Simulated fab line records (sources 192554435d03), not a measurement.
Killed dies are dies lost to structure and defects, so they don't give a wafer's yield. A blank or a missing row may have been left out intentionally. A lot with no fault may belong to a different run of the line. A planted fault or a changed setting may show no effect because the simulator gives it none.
Which tool is to blame? + flow n5_finfet + 24 lots with 72 wafers sampled at 6 steps, on a route of 1938 steps

## WHAT EACH GAUGE READ, for each wafer
N5_BEOL_M11_INSPECT_58: inspects for defects (darkfield). Usual: raw_defect_count 72, standard deviation 21.
| lot  | measured     | on                | raw_defect_count | flag |
|------|--------------|-------------------|------------------|------|
| L074 | day 11 00:56 | defect_inspect-01 | 76 82 75         |      |
| L076 | day 11 14:16 | defect_inspect-01 | 76 37 60         |      |
| L075 | day 11 18:19 | defect_inspect-02 | 93 75 103        |      |
| L077 | day 12 10:23 | defect_inspect-01 | 70 65 43         |      |
| L078 | day 12 11:54 | defect_inspect-01 | 111 54 64        |      |
| L079 | day 12 12:49 | defect_inspect-02 | 70 65 54         |      |
| L080 | day 12 19:40 | defect_inspect-01 | 58 110 72        |      |
| L081 | day 13 03:46 | defect_inspect-02 | 75 58 89         |      |
| L082 | day 13 03:37 | defect_inspect-02 | 87 86 76         |      |
| L083 | day 13 07:55 | defect_inspect-01 | 103 79 67        |      |
| L084 | day 13 12:04 | defect_inspect-01 | 56 79 63         |      |
| L085 | day 13 20:19 | defect_inspect-01 | 52 58 62         |      |
| L087 | day 14 04:44 | defect_inspect-02 | 61 59 53         |      |
| L086 | day 14 10:03 | defect_inspect-01 | 75 63 57         |      |
| L090 | day 14 20:35 | defect_inspect-02 | 84 48 51         |      |
| L089 | day 14 21:26 | defect_inspect-01 | 56 93 76         |      |
| L088 | day 15 02:14 | defect_inspect-02 | 65 66 82         |      |
| L092 | day 15 16:03 | defect_inspect-01 | 87 64 44         |      |
| L093 | day 15 17:41 | defect_inspect-01 | 66 50 57         |      |
| L091 | day 16 06:44 | defect_inspect-02 | 135 84 68        |      |
| L094 | day 16 11:37 | defect_inspect-01 | 73 68 86         |      |
| L096 | day 16 11:34 | defect_inspect-01 | 46 33 69         |      |
| L095 | day 16 19:49 | defect_inspect-02 | 52 54 82         |      |
| L097 | day 16 23:56 | defect_inspect-02 | 50 73 74         |      |

N5_BEOL_M12_OVL_MEAS_11. Usual: V11_OVL typically reads -2 nm, with standard deviation 4.5.
| lot  | measured     | on         | V11_OVL (nm) | flag |
|------|--------------|------------|--------------|------|
| L074 | day 11 01:33 | overlay-02 | 5 -3 -2      |      |
| L076 | day 11 14:53 | overlay-01 | -10 -3 -3    |      |
| L075 | day 11 18:58 | overlay-02 | -5 -6 -4     |      |
| L077 | day 12 11:00 | overlay-02 | 1 -3 -1      |      |
| L078 | day 12 12:32 | overlay-01 | -3 -9 -8     |      |
| L079 | day 12 13:19 | overlay-01 | 1 0 -4       |      |
| L080 | day 12 20:10 | overlay-01 | -3 2 -5      |      |
| L081 | day 13 04:25 | overlay-01 | 4 2 -3       |      |
| L082 | day 13 04:15 | overlay-02 | -5 -4 4      |      |
| L083 | day 13 08:32 | overlay-01 | -10 -3 -10   |      |
| L084 | day 13 12:34 | overlay-01 | -8 -7 0      |      |
| L085 | day 13 20:49 | overlay-02 | 0 5 0        |      |
| L087 | day 14 05:23 | overlay-01 | 4 0 -5       |      |
| L086 | day 14 10:41 | overlay-02 | -4 -1 -1     |      |
| L090 | day 14 21:05 | overlay-02 | 5 -4 -1      |      |
| L089 | day 14 21:59 | overlay-02 | -3 -3 -4     |      |
| L088 | day 15 02:52 | overlay-01 | 0 -1 -12     |      |
| L092 | day 15 16:41 | overlay-02 | 5 -2 -4      |      |
| L093 | day 15 18:19 | overlay-02 | 5 2 6        |      |
| L091 | day 16 07:15 | overlay-02 | -3 -2 2      |      |
| L094 | day 16 12:17 | overlay-01 | -5 -7 -3     |      |
| L096 | day 16 12:16 | overlay-02 | -5 -12 -12   |      |
| L095 | day 16 20:26 | overlay-02 | -5 -3 5      |      |
| L097 | day 17 00:26 | overlay-02 | 8 2 -3       |      |

N5_BEOL_M13_CD_MEAS_10 targets a cd of 190 nm. Usual: cd_nm 189.8 nm, standard deviation 1.6.
| lot  | measured     | on        | cd_nm (nm)        | flag |
|------|--------------|-----------|-------------------|------|
| L074 | day 11 05:47 | cd_sem-01 | 190.8 190.5 191.5 |      |
| L076 | day 11 19:45 | cd_sem-01 | 189.0 190.7 192.7 |      |
| L075 | day 12 01:01 | cd_sem-03 | 191.0 189.8 191.6 |      |
| L077 | day 12 15:32 | cd_sem-02 | 189.1 189.9 188.9 |      |
| L078 | day 12 19:54 | cd_sem-02 | 191.2 190.3 189.2 |      |
| L079 | day 12 20:33 | cd_sem-02 | 188.2 186.7 188.2 |      |
| L080 | day 13 02:34 | cd_sem-01 | 188.0 190.7 188.6 |      |
| L081 | day 13 13:51 | cd_sem-01 | 190.5 190.4 189.6 |      |
| L082 | day 13 12:55 | cd_sem-03 | 191.7 191.1 192.3 |      |
| L083 | day 13 15:01 | cd_sem-02 | 188.4 189.9 192.2 |      |
| L084 | day 13 18:44 | cd_sem-03 | 191.4 192.3 190.6 |      |
| L085 | day 14 02:07 | cd_sem-02 | 188.8 190.2 189.9 |      |
| L087 | day 14 10:25 | cd_sem-01 | 189.4 189.9 189.9 |      |
| L086 | day 14 15:59 | cd_sem-02 | 192.4 191.7 189.4 |      |
| L090 | day 15 04:07 | cd_sem-03 | 190.9 190.3 189.0 |      |
| L089 | day 15 03:56 | cd_sem-02 | 190.2 188.8 189.1 |      |
| L088 | day 15 07:16 | cd_sem-01 | 189.3 188.1 189.5 |      |
| L092 | day 15 20:38 | cd_sem-01 | 191.5 190.2 189.0 |      |
| L093 | day 15 23:02 | cd_sem-03 | 190.7 188.5 190.3 |      |
| L091 | day 16 13:18 | cd_sem-03 | 187.8 187.8 189.2 |      |
| L094 | day 16 19:11 | cd_sem-02 | 188.0 186.1 188.6 |      |
| L096 | day 16 16:29 | cd_sem-03 | 191.0 192.9 192.0 |      |
| L095 | day 17 01:20 | cd_sem-03 | 188.3 188.9 187.3 |      |
| L097 | day 17 06:02 | cd_sem-01 | 185.7 185.5 188.7 |      |

## WHICH TOOL RAN EACH LOT (tool, then ch and the chambers of the sampled wafers, then the start)
| lot  | N5_BEOL_M11_STRIP_36               | N5_BEOL_M12_SPUTTER_43       | N5_BEOL_M12_ANNEAL_48            |
|------|------------------------------------|------------------------------|----------------------------------|
| L074 | rie_diel-04 ch 0,1, day 10 19:08   | pvd_sputter-03, day 11 03:59 | rtp_anneal-01 ch 0, day 11 04:29 |
| L076 | rie_diel-06 ch 0,1,3, day 11 10:53 | pvd_sputter-03, day 11 18:05 | rtp_anneal-01 ch 0, day 11 18:31 |
| L075 | rie_diel-04 ch 0,2,3, day 11 14:21 | pvd_sputter-02, day 11 23:14 | rtp_anneal-02 ch 0, day 11 23:40 |
| L077 | rie_diel-03 ch 1,2, day 12 07:12   | pvd_sputter-03, day 12 13:05 | rtp_anneal-01 ch 0, day 12 14:23 |
| L078 | rie_diel-06 ch 0,3, day 12 08:40   | pvd_sputter-03, day 12 18:01 | rtp_anneal-01 ch 0, day 12 18:28 |
| L079 | rie_diel-04 ch 0,1,2, day 12 09:00 | pvd_sputter-03, day 12 18:27 | rtp_anneal-02 ch 0, day 12 19:11 |
| L080 | rie_diel-06 ch 0,1,3, day 12 17:03 | pvd_sputter-02, day 13 00:29 | rtp_anneal-01 ch 0, day 13 01:11 |
| L081 | rie_diel-03 ch 0,1, day 12 23:45   | pvd_sputter-02, day 13 11:58 | rtp_anneal-02 ch 0, day 13 12:40 |
| L082 | rie_diel-06 ch 1,3, day 12 23:55   | pvd_sputter-02, day 13 11:16 | rtp_anneal-02 ch 0, day 13 11:43 |
| L083 | rie_diel-06 ch 1,3, day 13 04:52   | pvd_sputter-02, day 13 13:11 | rtp_anneal-02 ch 0, day 13 13:40 |
| L084 | rie_diel-04 ch 0,1,3, day 13 07:35 | pvd_sputter-03, day 13 17:05 | rtp_anneal-01 ch 0, day 13 17:30 |
| L085 | rie_diel-03 ch 0,1,3, day 13 17:30 | pvd_sputter-03, day 14 00:28 | rtp_anneal-01 ch 0, day 14 00:53 |
| L087 | rie_diel-03 ch 0,3, day 14 02:04   | pvd_sputter-01, day 14 08:38 | rtp_anneal-02 ch 0, day 14 09:04 |
| L086 | rie_diel-06 ch 1,2,3, day 14 07:22 | pvd_sputter-03, day 14 14:13 | rtp_anneal-01 ch 0, day 14 14:40 |
| L090 | rie_diel-04 ch 0,1,2, day 14 15:52 | pvd_sputter-01, day 15 02:16 | rtp_anneal-01 ch 0, day 15 02:45 |
| L089 | rie_diel-03 ch 0,1,3, day 14 18:30 | pvd_sputter-03, day 15 02:16 | rtp_anneal-02 ch 0, day 15 02:42 |
| L088 | rie_diel-04 ch 0,2, day 14 21:08   | pvd_sputter-01, day 15 05:28 | rtp_anneal-02 ch 0, day 15 05:53 |
| L092 | rie_diel-03 ch 0,1,3, day 15 12:52 | pvd_sputter-01, day 15 18:50 | rtp_anneal-01 ch 0, day 15 19:16 |
| L093 | rie_diel-04 ch 0,3, day 15 13:58   | pvd_sputter-03, day 15 21:16 | rtp_anneal-02 ch 0, day 15 21:41 |
| L091 | rie_diel-06 ch 1,2,3, day 16 03:29 | pvd_sputter-02, day 16 11:28 | rtp_anneal-02 ch 0, day 16 11:56 |
| L094 | rie_diel-04 ch 1,3, day 16 06:43   | pvd_sputter-02, day 16 17:24 | rtp_anneal-01 ch 0, day 16 17:55 |
| L096 | rie_diel-06 ch 1,2, day 16 06:55   | pvd_sputter-02, day 16 14:40 | rtp_anneal-02 ch 0, day 16 15:10 |
| L095 | rie_diel-06 ch 1,2,3, day 16 16:52 | pvd_sputter-02, day 16 23:31 | rtp_anneal-02 ch 0, day 17 00:09 |
| L097 | rie_diel-06 ch 0,1,3, day 16 20:34 | pvd_sputter-01, day 17 04:09 | rtp_anneal-02 ch 0, day 17 04:44 |
- N5_BEOL_M11_STRIP_36: strips in N2/H2.
- N5_BEOL_M12_SPUTTER_43: material TaN, target thk 15 nm, time 24.19 s.
- N5_BEOL_M12_ANNEAL_48: time 90 s.

## WHAT THE TOOLS THEMSELVES READ (means of the sampled wafers that have a number; where no wafer has one, the mark that the record gives instead)
N5_BEOL_M11_STRIP_36. Usual: drypump_motor_current_A 5.6 A, standard deviation 0.43; oes_product_au 0.80 a.u., standard deviation 0.083; rf_vpp_V 59.0 V, standard deviation 1.7; showerhead_plenum_p_Torr 2.54 Torr, standard deviation 0.085; throttle_valve_pct 23.8 %, standard deviation 0.4.
| lot  | tool        | drypump_motor_current_A (A) | oes_product_au (a.u.) | rf_vpp_V (V) | showerhead_plenum_p_Torr (Torr) | throttle_valve_pct (%) | flag |
|------|-------------|-----------------------------|-----------------------|--------------|---------------------------------|------------------------|------|
| L074 | rie_diel-04 | 5.7                         | 0.71                  | 60.7         | 2.53                            | 23.9                   |      |
| L076 | rie_diel-06 | 5.7                         | 0.80                  | 59.5         | 2.51                            | 23.6                   |      |
| L075 | rie_diel-04 | 5.6                         | 0.75                  | 56.3         | 2.47                            | 24.2                   |      |
| L077 | rie_diel-03 | 5.4                         | 0.87                  | 60.2         | 2.62                            | 23.5                   |      |
| L078 | rie_diel-06 | 5.9                         | 0.82                  | 57.7         | 2.53                            | 23.6                   |      |
| L079 | rie_diel-04 | 5.6                         | 0.80                  | 59.6         | 2.58                            | 24.0                   |      |
| L080 | rie_diel-06 | 5.7                         | 0.77                  | 59.8         | 2.51                            | 23.6                   |      |
| L081 | rie_diel-03 | 5.3                         | 0.80                  | 59.7         | 2.63                            | 23.7                   |      |
| L082 | rie_diel-06 | 6.0                         | 0.80                  | 57.3         | 2.56                            | 23.9                   |      |
| L083 | rie_diel-06 | 6.0                         | 0.80                  | 59.8         | 2.55                            | 23.9                   |      |
| L084 | rie_diel-04 | 5.4                         | 0.73                  | 58.7         | 2.49                            | 23.8                   |      |
| L085 | rie_diel-03 | 5.6                         | 0.80                  | 59.8         | 2.60                            | 24.0                   |      |
| L087 | rie_diel-03 | 5.5                         | 0.74                  | 58.8         | 2.55                            | 24.1                   |      |
| L086 | rie_diel-06 | 6.0                         | 0.83                  | 59.7         | 2.52                            | 23.7                   |      |
| L090 | rie_diel-04 | 5.7                         | 0.76                  | 60.0         | 2.58                            | 24.0                   |      |
| L089 | rie_diel-03 | 5.6                         | 0.78                  | 58.6         | 2.60                            | 24.0                   |      |
| L088 | rie_diel-04 | 5.8                         | 0.85                  | 59.9         | 2.65                            | 24.4                   |      |
| L092 | rie_diel-03 | 5.6                         | 0.77                  | 60.1         | 2.59                            | 24.1                   |      |
| L093 | rie_diel-04 | 5.4                         | 0.76                  | 57.6         | 2.48                            | 24.0                   |      |
| L091 | rie_diel-06 | 6.0                         | 0.79                  | 59.8         | 2.52                            | 23.7                   |      |
| L094 | rie_diel-04 | 5.2                         | 0.92                  | 59.8         | 2.48                            | 23.4                   |      |
| L096 | rie_diel-06 | 6.0                         | 0.83                  | 60.5         | 2.49                            | 23.6                   |      |
| L095 | rie_diel-06 | 6.0                         | 0.80                  | 58.5         | 2.51                            | 23.7                   |      |
| L097 | rie_diel-06 | 5.7                         | 0.76                  | 58.7         | 2.49                            | 23.7                   |      |

N5_BEOL_M12_SPUTTER_43. Usual: throttle_valve_pct 29.9 %, standard deviation 0.83.
| lot  | tool           | throttle_valve_pct (%) | flag |
|------|----------------|------------------------|------|
| L074 | pvd_sputter-03 | 29.6                   |      |
| L076 | pvd_sputter-03 | 30.4                   |      |
| L075 | pvd_sputter-02 | 30.4                   |      |
| L077 | pvd_sputter-03 | 29.5                   |      |
| L078 | pvd_sputter-03 | 29.9                   |      |
| L079 | pvd_sputter-03 | 29.9                   |      |
| L080 | pvd_sputter-02 | 30.2                   |      |
| L081 | pvd_sputter-02 | 30.3                   |      |
| L082 | pvd_sputter-02 | 30.1                   |      |
| L083 | pvd_sputter-02 | 30.2                   |      |
| L084 | pvd_sputter-03 | 29.5                   |      |
| L085 | pvd_sputter-03 | 30.1                   |      |
| L087 | pvd_sputter-01 | 29.6                   |      |
| L086 | pvd_sputter-03 | 30.9                   |      |
| L090 | pvd_sputter-01 | 28.5                   |      |
| L089 | pvd_sputter-03 | 29.2                   |      |
| L088 | pvd_sputter-01 | 29.8                   |      |
| L092 | pvd_sputter-01 | 29.0                   |      |
| L093 | pvd_sputter-03 | 30.0                   |      |
| L091 | pvd_sputter-02 | 30.2                   |      |
| L094 | pvd_sputter-02 | 30.2                   |      |
| L096 | pvd_sputter-02 | 30.2                   |      |
| L095 | pvd_sputter-02 | 30.3                   |      |
| L097 | pvd_sputter-01 | 29.5                   |      |

N5_BEOL_M12_ANNEAL_48. Usual: wafer_temp_C_max 225.9, standard deviation 0.43.
| lot  | tool          | wafer_temp_C_max | flag |
|------|---------------|------------------|------|
| L074 | rtp_anneal-01 | 226.0            |      |
| L076 | rtp_anneal-01 | 226.7            |      |
| L075 | rtp_anneal-02 | 225.6            |      |
| L077 | rtp_anneal-01 | 226.6            |      |
| L078 | rtp_anneal-01 | 226.2            |      |
| L079 | rtp_anneal-02 | 225.5            |      |
| L080 | rtp_anneal-01 | 226.2            |      |
| L081 | rtp_anneal-02 | 225.4            |      |
| L082 | rtp_anneal-02 | 225.8            |      |
| L083 | rtp_anneal-02 | 225.4            |      |
| L084 | rtp_anneal-01 | 226.0            |      |
| L085 | rtp_anneal-01 | 226.2            |      |
| L087 | rtp_anneal-02 | 225.8            |      |
| L086 | rtp_anneal-01 | 226.1            |      |
| L090 | rtp_anneal-01 | 226.2            |      |
| L089 | rtp_anneal-02 | 225.3            |      |
| L088 | rtp_anneal-02 | 225.5            |      |
| L092 | rtp_anneal-01 | 226.2            |      |
| L093 | rtp_anneal-02 | 225.5            |      |
| L091 | rtp_anneal-02 | 225.5            |      |
| L094 | rtp_anneal-01 | 226.4            |      |
| L096 | rtp_anneal-02 | 225.4            |      |
| L095 | rtp_anneal-02 | 225.6            |      |
| L097 | rtp_anneal-02 | 225.8            |      |

## THE ANSWER, worked out from the rows above alone
Rule: take the mean of a lot's wafers that have a number; if it is more than 3 standard deviations from the usual mean, the lot is off. Also off: a lot with no number at a reading for which 4 or more lots have one. The other lots that the step has rows for count as sound. The gauges are gone through in route order, then the tools' own readings, and for those a lot's mean is taken as printed above. The first step at which some lot is off is used, and at that step the reading that is off furthest; a lot without a number counts as furthest.
Across all readings shown, no lot is off: no conclusion can be drawn from this.

## WHAT THE SIMULATOR PUT IN
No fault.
